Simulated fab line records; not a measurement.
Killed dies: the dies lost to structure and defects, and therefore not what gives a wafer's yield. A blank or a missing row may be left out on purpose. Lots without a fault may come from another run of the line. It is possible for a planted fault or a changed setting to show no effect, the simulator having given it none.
What tool caused it? ; flow n5-finfet ; 11 lots with 33 wafers sampled at 4 steps, on a route of 1938 steps

== WHAT THE GAUGES SHOWED, per wafer ==
N5_BEOL_M5_CD_MEAS_28: target cd 30.6 nm, target cd y 20 nm.
lot;measured;on;cd-nm (nm)
L783;day 10 23:05;cd-sem-01;30.77 30.79 30.64
L785;day 11 14:17;cd-sem-01;30.71 31.19 30.15
L790;day 12 06:10;cd-sem-01;31.00 31.11 30.80
L788;day 12 15:29;cd-sem-03;30.42 30.68 30.26
L787;day 12 21:44;cd-sem-03;30.44 30.55 30.76
L792;day 13 03:20;cd-sem-02;30.27 30.47 30.48
L795;day 13 16:50;cd-sem-01;30.33 30.34 30.13
L793;day 14 03:56;cd-sem-01;30.71 30.85 30.93
L802;day 15 20:36;cd-sem-03;30.66 30.30 30.85
L801;day 15 22:35;cd-sem-02;30.24 30.40 29.92
L804;day 17 23:18;cd-sem-01;30.38 30.65 30.96

N5_BEOL_M5_INSPECT_30: inspects for defects (brightfield).
lot;measured;on;raw-defect-count
L783;day 10 23:11;defect-inspect-01;501 406 377
L785;day 11 14:24;defect-inspect-01;391 325 390
L790;day 12 06:15;defect-inspect-01;353 468 350
L788;day 12 15:35;defect-inspect-01;284 318 457
L787;day 12 21:51;defect-inspect-01;672 486 601
L792;day 13 03:25;defect-inspect-01;478 412 415
L795;day 13 16:55;defect-inspect-01;299 280 304
L793;day 14 04:02;defect-inspect-01;294 385 410
L802;day 15 20:41;defect-inspect-01;291 322 326
L801;day 15 22:41;defect-inspect-02;602 431 400
L804;day 17 23:23;defect-inspect-01;462 366 326

== WHAT TOOL EACH LOT RAN ON (gives the tool, then ch and the chambers of the sampled wafers, and finally the start) ==
lot;N5_BEOL_M5_ETCH_72;N5_BEOL_M5_COAT_66
L783;rie-diel-03 ch 1,3, day 10 19:23;litho-track-01 ch 0, day 10 22:41
L785;rie-diel-02 ch 1,2, day 11 09:47;litho-track-02 ch 0, day 11 14:01
L790;rie-diel-06 ch 0,2, day 12 04:45;litho-track-01 ch 0, day 12 05:43
L788;rie-diel-03 ch 0,1,3, day 12 13:18;litho-track-01 ch 0, day 12 15:13
L787;rie-diel-02 ch 0,1,2, day 12 21:01;litho-track-03 ch 0, day 12 21:27
L792;rie-diel-02 ch 1,2,3, day 12 23:52;litho-track-03 ch 0, day 13 02:54
L795;rie-diel-06 ch 0,2, day 13 15:59;litho-track-02 ch 0, day 13 16:26
L793;rie-diel-06 ch 0,1,3, day 14 03:06;litho-track-03 ch 0, day 14 03:40
L802;rie-diel-03 ch 1,2,3, day 15 18:07;litho-track-03 ch 0, day 15 20:02
L801;rie-diel-06 ch 2,3, day 15 18:54;litho-track-03 ch 0, day 15 20:16
L804;rie-diel-02 ch 0,2,3, day 17 21:41;litho-track-01 ch 0, day 17 22:52
- N5_BEOL_M5_ETCH_72: etches underlayer in N2/H2, target depth 6.5 nm, time 5.2 s.
- N5_BEOL_M5_COAT_66: time 60 s, resist thk 12 nm.

== WHAT THE TOOLS THEMSELVES READ (means of the sampled wafers that have a number; where no wafer has one, the mark that the record gives instead) ==
N5_BEOL_M5_ETCH_72.
lot;tool;drypump-motor-current-A (A);etch-rf-on-time-s (s);oes-product-au (a.u.);rf-fwd-power-W (W);rf-vpp-V (V);showerhead-plenum-p-Torr (Torr);throttle-valve-pct (%)
L783;rie-diel-03;5.6;5.06;0.66;817.3;527;2.64;18.18
L785;rie-diel-02;5.6;5.07;0.66;818.3;520;2.36;17.73
L790;rie-diel-06;5.9;5.20;0.69;819.4;525;2.55;17.44
L788;rie-diel-03;5.7;4.95;0.67;818.7;527;2.61;17.92
L787;rie-diel-02;5.6;5.09;0.70;820.6;520;2.43;17.85
L792;rie-diel-02;5.7;5.15;0.63;819.7;521;2.46;17.80
L795;rie-diel-06;5.5;5.27;0.69;820.6;525;2.57;17.48
L793;rie-diel-06;5.7;5.06;0.74;820.3;524;2.52;17.45
L802;rie-diel-03;5.7;5.07;0.75;820.5;526;2.65;17.95
L801;rie-diel-06;5.3;5.23;0.70;818.0;521;2.49;17.58
L804;rie-diel-02;5.8;5.11;0.66;821.7;522;2.47;17.95

N5_BEOL_M5_COAT_66.
lot;tool;spin-speed-rpm (rpm)
L783;litho-track-01;1500.8
L785;litho-track-02;1499.9
L790;litho-track-01;1500.2
L788;litho-track-01;1499.1
L787;litho-track-03;1500.3
L792;litho-track-03;1499.8
L795;litho-track-02;1498.1
L793;litho-track-03;1499.4
L802;litho-track-03;1430.1
L801;litho-track-03;1429.5
L804;litho-track-01;1499.0

== THE ANSWER, worked out from the rows above alone ==
Rule: the usual values come from the lots themselves. Put in order of their means at a reading, lots are off if they are a third of the lots or fewer, leave a main group of 4 or more, and stand apart from it by a gap of 3 or more times the standard deviation of the main group's means; of several such gaps the widest counts. A main group is skipped when, at the precision printed for the reading in the tables above, its means are all equal. A lot without any number at a reading at which 4 lots or more have one is off too. Any other lot the step has rows for is counted as sound. After the gauges, taken in route order, come the tools' own readings; for these a lot's mean is taken, as printed above. The first step at which some lot is off is used, and at that step the reading that is off furthest; a lot without a number counts as furthest.
Off, at N5_BEOL_M5_COAT_66 on spin-speed-rpm: L802, L801. The main group has a mean of 1499.6 rpm with a standard deviation of 0.77.
If a tool, at that step or one of the process steps before it, ran each lot that is off and ran no sound lot following the first of them, it fits. One candidate fits, namely litho-track-03 at N5_BEOL_M5_COAT_66. A fault onset in the window from L793 (day 14 03:40, its last sound lot) to L802 (day 15 20:02, its first lot off) fits.
On the lots that are off, the tool's own readings at N5_BEOL_M5_COAT_66 differ by more than 5 times the standard deviation of the sound lots' means, which bears it out; spin-speed-rpm reads 1429.8 rpm there versus 1499.6 rpm on the sound lots.

== WHAT HAD BEEN PUT IN BY THE SIMULATOR ==
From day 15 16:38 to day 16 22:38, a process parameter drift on litho-track-03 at N5_BEOL_M5_COAT_66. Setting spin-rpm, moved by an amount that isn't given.
Struck lots among those shown: L802, L801. The rule given above showed the same thing.
